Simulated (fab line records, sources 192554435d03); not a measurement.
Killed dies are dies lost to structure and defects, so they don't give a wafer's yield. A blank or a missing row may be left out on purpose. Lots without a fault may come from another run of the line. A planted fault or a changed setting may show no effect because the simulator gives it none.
Which tool did it? | flow n5_finfet | 10 lots, 24 wafers sampled, at 8 steps of a route of 1938

WHAT THE GAUGES READ, wafer by wafer
N5_BEOL_M4_CD_MEAS_18: pitch 36 nm, target cd 18 nm. Usual: cd_nm 17.9 nm, standard deviation 0.38.
lot  | measured     | on        | cd_nm (nm)     | flag
L253 | day 8 07:28  | cd_sem-01 | 17.7 17.8      |
L252 | day 8 12:20  | cd_sem-01 | 17.9 18.0      |
L254 | day 8 16:51  | cd_sem-02 | 18.0 18.0      |
L255 | day 8 19:31  | cd_sem-01 | 17.9 17.8      |
L258 | day 9 19:29  | cd_sem-02 | 18.0 17.9      |
L259 | day 9 23:29  | cd_sem-01 | 16.9 16.9 17.6 |
L261 | day 10 08:35 | cd_sem-01 | 16.6 17.2 17.9 |
L265 | day 11 12:37 | cd_sem-03 | 18.1 18.5 17.4 |
L267 | day 12 02:25 | cd_sem-02 | 18.7 18.3      |
L271 | day 12 22:36 | cd_sem-02 | 18.2 17.9 18.1 |

N5_BEOL_M4_OVL_MEAS_29. Usual: V3_OVL -0.1 nm, standard deviation 0.79.
lot  | measured     | on         | V3_OVL (nm)    | flag
L253 | day 8 07:56  | overlay-01 | 0.5 0.4        |
L252 | day 8 12:49  | overlay-01 | -1.5 -0.8      |
L254 | day 8 17:12  | overlay-01 | -1.3 -1.1      |
L255 | day 8 19:52  | overlay-02 | 0.2 0.7        |
L258 | day 9 19:59  | overlay-01 | 0.8 0.8        |
L259 | day 9 23:51  | overlay-02 | 0.5 -1.2 -0.6  |
L261 | day 10 09:04 | overlay-02 | 1.7 1.6 1.1    |
L265 | day 11 12:59 | overlay-01 | 1.2 0.8 0.7    |
L267 | day 12 02:47 | overlay-02 | -0.9 -1.1      |
L271 | day 12 22:58 | overlay-02 | -1.2 -0.8 -1.5 |

N5_BEOL_M4_OCD_MEAS_38. Usual: trench_depth_nm 55.4 nm, standard deviation 1.1.
lot  | measured     | on     | trench_depth_nm (nm) | flag
L253 | day 8 11:57  | ocd-01 | 56.1 55.7            |
L252 | day 8 16:11  | ocd-02 | 55.5 56.0            |
L254 | day 8 18:20  | ocd-01 | 55.1 53.3            |
L255 | day 8 21:17  | ocd-01 | 54.8 55.4            |
L258 | day 9 22:23  | ocd-02 | 54.7 55.8            |
L259 | day 10 01:23 | ocd-02 | 12.2 34.6 55.7       | OFF
L261 | day 10 11:22 | ocd-02 | 26.5 31.4 55.1       | OFF
L265 | day 11 19:12 | ocd-01 | 56.4 56.3 56.6       |
L267 | day 12 12:42 | ocd-02 | 54.9 55.8            |
L271 | day 13 03:08 | ocd-02 | 57.0 56.9 54.3       |

N5_BEOL_M4_RC_MEAS_101. Usual: SERP_M4 193 ohm/um, standard deviation 19; SERP_M4_max_site 206 ohm/um, standard deviation 22.
lot  | measured     | on        | SERP_M4 (ohm/um) | SERP_M4_max_site (ohm/um) | flag
L253 | day 8 16:07  | prober-01 | 187 225          | 194 236                   |
L252 | day 8 21:08  | prober-02 | 212 197          | 232 206                   |
L254 | day 8 22:13  | prober-01 | 177 205          | 183 225                   |
L255 | day 9 01:42  | prober-02 | 204 208          | 208 217                   |
L258 | day 10 02:53 | prober-01 | 204 158          | 214 163                   |
L259 | day 10 05:56 | prober-01 | ~5.4054e+05 190  | ~5.4054e+05 200           |
L261 | day 10 15:37 | prober-01 | ~5.4054e+05 194  | ~5.4054e+05 217           |
L265 | day 11 23:18 | prober-02 | 161 155 176      | 169 163 185               |
L267 | day 12 17:22 | prober-02 | 168 201          | 187 210                   |
L271 | day 13 07:47 | prober-02 | 166 185 194      | 180 197 200               |

WHICH TOOL RAN EACH LOT (tool, then ch and the chambers of the sampled wafers, then the start)
lot  | N5_BEOL_M3_SPUTTER_96        | N5_BEOL_M3_ANNEAL_51             | N5_BEOL_M4_ETCH_64                 | N5_BEOL_M4_ETCHBACK_99
L253 | pvd_sputter-02, day 8 04:55  | rtp_anneal-01 ch 0, day 8 05:09  | rie_diel-01 ch 0,1, day 8 07:06    | rie_diel-01 ch 0,2, day 8 11:33
L252 | pvd_sputter-01, day 8 05:59  | rtp_anneal-02 ch 0, day 8 06:31  | rie_diel-04 ch 2, day 8 11:48      | rie_diel-04 ch 1, day 8 15:47
L254 | pvd_sputter-02, day 8 12:21  | rtp_anneal-01 ch 0, day 8 12:33  | rie_diel-04 ch 1,3, day 8 16:21    | rie_diel-01 ch 1,2, day 8 17:56
L255 | pvd_sputter-03, day 8 16:24  | rtp_anneal-01 ch 0, day 8 16:55  | rie_diel-01 ch 1,2, day 8 19:01    | rie_diel-01 ch 2, day 8 20:54
L258 | pvd_sputter-03, day 9 14:53  | rtp_anneal-01 ch 0, day 9 15:13  | rie_diel-04 ch 3, day 9 19:01      | rie_diel-01 ch 1,2, day 9 21:59
L259 | pvd_sputter-01, day 9 19:01  | rtp_anneal-01 ch 0, day 9 19:15  | rie_diel-01 ch 0,1,3, day 9 23:08  | rie_diel-04 ch 2,3, day 10 01:00
L261 | pvd_sputter-01, day 10 04:43 | rtp_anneal-01 ch 0, day 10 05:07 | rie_diel-01 ch 0,1,3, day 10 08:11 | rie_diel-01 ch 0,2, day 10 10:58
L265 | pvd_sputter-02, day 11 10:09 | rtp_anneal-02 ch 0, day 11 10:21 | rie_diel-04 ch 0,1,3, day 11 12:16 | rie_diel-04 ch 1,2, day 11 18:49
L267 | pvd_sputter-03, day 11 23:45 | rtp_anneal-01 ch 0, day 11 23:56 | rie_diel-05 ch 0,2, day 12 02:03   | rie_diel-01 ch 2,3, day 12 12:18
L271 | pvd_sputter-03, day 12 18:03 | rtp_anneal-01 ch 0, day 12 18:23 | rie_diel-05 ch 0,2,3, day 12 22:14 | rie_diel-04 ch 0,3, day 13 02:44
- N5_BEOL_M3_SPUTTER_96: material Cu, target thk 4.5 nm, time 8.29 s.
- N5_BEOL_M3_ANNEAL_51: time 90 s.
- N5_BEOL_M4_ETCH_64: etches SOC in N2/H2, target depth 75 nm, overetch 22.5 nm, time 121.9 s.
- N5_BEOL_M4_ETCHBACK_99: etches SiO2 in CHF3, target depth 5 nm, time 10.4 s.

WHAT THE TOOLS THEMSELVES READ (means of the sampled wafers that have a number; where no wafer has one, the mark that the record gives instead)
N5_BEOL_M3_SPUTTER_96. Usual: throttle_valve_pct 29.7 %, standard deviation 1.
lot  | tool           | throttle_valve_pct (%) | flag
L253 | pvd_sputter-02 | 29.4                   |
L252 | pvd_sputter-01 | 30.1                   |
L254 | pvd_sputter-02 | 30.2                   |
L255 | pvd_sputter-03 | 28.7                   |
L258 | pvd_sputter-03 | 29.6                   |
L259 | pvd_sputter-01 | 29.0                   |
L261 | pvd_sputter-01 | 29.0                   |
L265 | pvd_sputter-02 | 29.6                   |
L267 | pvd_sputter-03 | 29.6                   |
L271 | pvd_sputter-03 | 29.4                   |

N5_BEOL_M3_ANNEAL_51. Usual: wafer_temp_C_max 225.98, standard deviation 0.3.
lot  | tool          | wafer_temp_C_max | flag
L253 | rtp_anneal-01 | 225.71           |
L252 | rtp_anneal-02 | 226.18           |
L254 | rtp_anneal-01 | 225.76           |
L255 | rtp_anneal-01 | 225.76           |
L258 | rtp_anneal-01 | 226.34           |
L259 | rtp_anneal-01 | 225.95           |
L261 | rtp_anneal-01 | 225.88           |
L265 | rtp_anneal-02 | 226.11           |
L267 | rtp_anneal-01 | 225.92           |
L271 | rtp_anneal-01 | 225.68           |

N5_BEOL_M4_ETCH_64. Usual: chamber_pressure_mTorr 29.998 mTorr, standard deviation 0.027; drypump_motor_current_A 5.7 A, standard deviation 0.48; oes_product_au 0.61 a.u., standard deviation 0.052; rf_vpp_V 523.1 V, standard deviation 1.9; showerhead_plenum_p_Torr 2.53 Torr, standard deviation 0.061; throttle_valve_pct 17.9 %, standard deviation 0.31.
lot  | tool        | chamber_pressure_mTorr (mTorr) | drypump_motor_current_A (A) | oes_product_au (a.u.) | rf_vpp_V (V) | showerhead_plenum_p_Torr (Torr) | throttle_valve_pct (%) | flag
L253 | rie_diel-01 | 29.975                         | 6.0                         | 0.56                  | 523.5        | 2.55                            | 18.3                   |
L252 | rie_diel-04 | 29.992                         | 5.3                         | 0.71                  | 523.2        | 2.52                            | 17.7                   |
L254 | rie_diel-04 | 30.015                         | 5.8                         | 0.67                  | 523.0        | 2.54                            | 17.6                   |
L255 | rie_diel-01 | 30.046                         | 5.5                         | 0.54                  | 525.5        | 2.59                            | 18.3                   |
L258 | rie_diel-04 | 29.989                         | 6.0                         | 0.68                  | 523.0        | 2.47                            | 17.4                   |
L259 | rie_diel-01 | 30.020                         | 6.0                         | 0.57                  | 524.3        | 2.55                            | 18.2                   |
L261 | rie_diel-01 | 29.997                         | 6.0                         | 0.56                  | 523.5        | 2.54                            | 18.2                   |
L265 | rie_diel-04 | 30.005                         | 5.8                         | 0.62                  | 522.4        | 2.50                            | 17.8                   |
L267 | rie_diel-05 | 29.979                         | 5.9                         | 0.58                  | 521.5        | 2.50                            | 18.2                   |
L271 | rie_diel-05 | 30.009                         | 5.6                         | 0.60                  | 523.1        | 2.48                            | 18.0                   |

N5_BEOL_M4_ETCHBACK_99. Usual: chamber_pressure_mTorr 29.998 mTorr, standard deviation 0.028; drypump_motor_current_A 5.8 A, standard deviation 0.44; oes_product_au 0.79 a.u., standard deviation 0.069; rf_vpp_V 239 V, standard deviation 8.9; showerhead_plenum_p_Torr 2.16 Torr, standard deviation 0.065; throttle_valve_pct 17.21 %, standard deviation 0.24.
lot  | tool        | chamber_pressure_mTorr (mTorr) | drypump_motor_current_A (A) | oes_product_au (a.u.) | rf_vpp_V (V) | showerhead_plenum_p_Torr (Torr) | throttle_valve_pct (%) | flag
L253 | rie_diel-01 | 30.042                         | 5.8                         | 0.77                  | 236          | 2.23                            | 17.23                  |
L252 | rie_diel-04 | 29.983                         | 5.5                         | 0.84                  | 226          | 2.21                            | 17.20                  |
L254 | rie_diel-01 | 30.008                         | 5.5                         | 0.72                  | 234          | 2.20                            | 17.51                  |
L255 | rie_diel-01 | 29.975                         | 5.3                         | 0.76                  | 226          | 2.27                            | 17.29                  |
L258 | rie_diel-01 | 29.977                         | 5.5                         | 0.71                  | 235          | 2.20                            | 17.50                  |
L259 | rie_diel-04 | 29.980                         | 5.5                         | 0.68                  | 247          | 2.11                            | 16.81                  |
L261 | rie_diel-01 | 29.997                         | 6.0                         | 0.61                  | 240          | 2.21                            | 17.25                  |
L265 | rie_diel-04 | 29.995                         | 5.4                         | 0.84                  | 232          | 2.17                            | 17.11                  |
L267 | rie_diel-01 | 29.983                         | 5.7                         | 0.75                  | 237          | 2.22                            | 17.38                  |
L271 | rie_diel-04 | 30.009                         | 6.0                         | 0.83                  | 243          | 2.07                            | 16.89                  |

THE ANSWER, worked out from the rows above alone
Rule: a lot is off if the mean of its wafers that have a number lies more than 3 standard deviations from the usual mean. A lot without any number at a reading at which 4 lots or more have one is off too. The other lots that the step has rows for count as sound. The gauges are gone through in route order, then the tools' own readings, and for those a lot's mean is taken as printed above. The first step at which some lot is off is used, and at that step the reading that is off furthest; a lot without a number counts as furthest.
Off: L259, L261, at N5_BEOL_M4_OCD_MEAS_38 (trench_depth_nm).
A tool fits if, at a process step before that reading, it ran every lot that is off, and no sound lot after the first of them. The gauges at N5_BEOL_M4_OCD_MEAS_38 are tried like those tools. Can't be told from this: 2 tools fit, pvd_sputter-01 at N5_BEOL_M3_SPUTTER_96, rie_diel-01 at N5_BEOL_M4_ETCH_64.

WHAT THE SIMULATOR HAD PUT IN
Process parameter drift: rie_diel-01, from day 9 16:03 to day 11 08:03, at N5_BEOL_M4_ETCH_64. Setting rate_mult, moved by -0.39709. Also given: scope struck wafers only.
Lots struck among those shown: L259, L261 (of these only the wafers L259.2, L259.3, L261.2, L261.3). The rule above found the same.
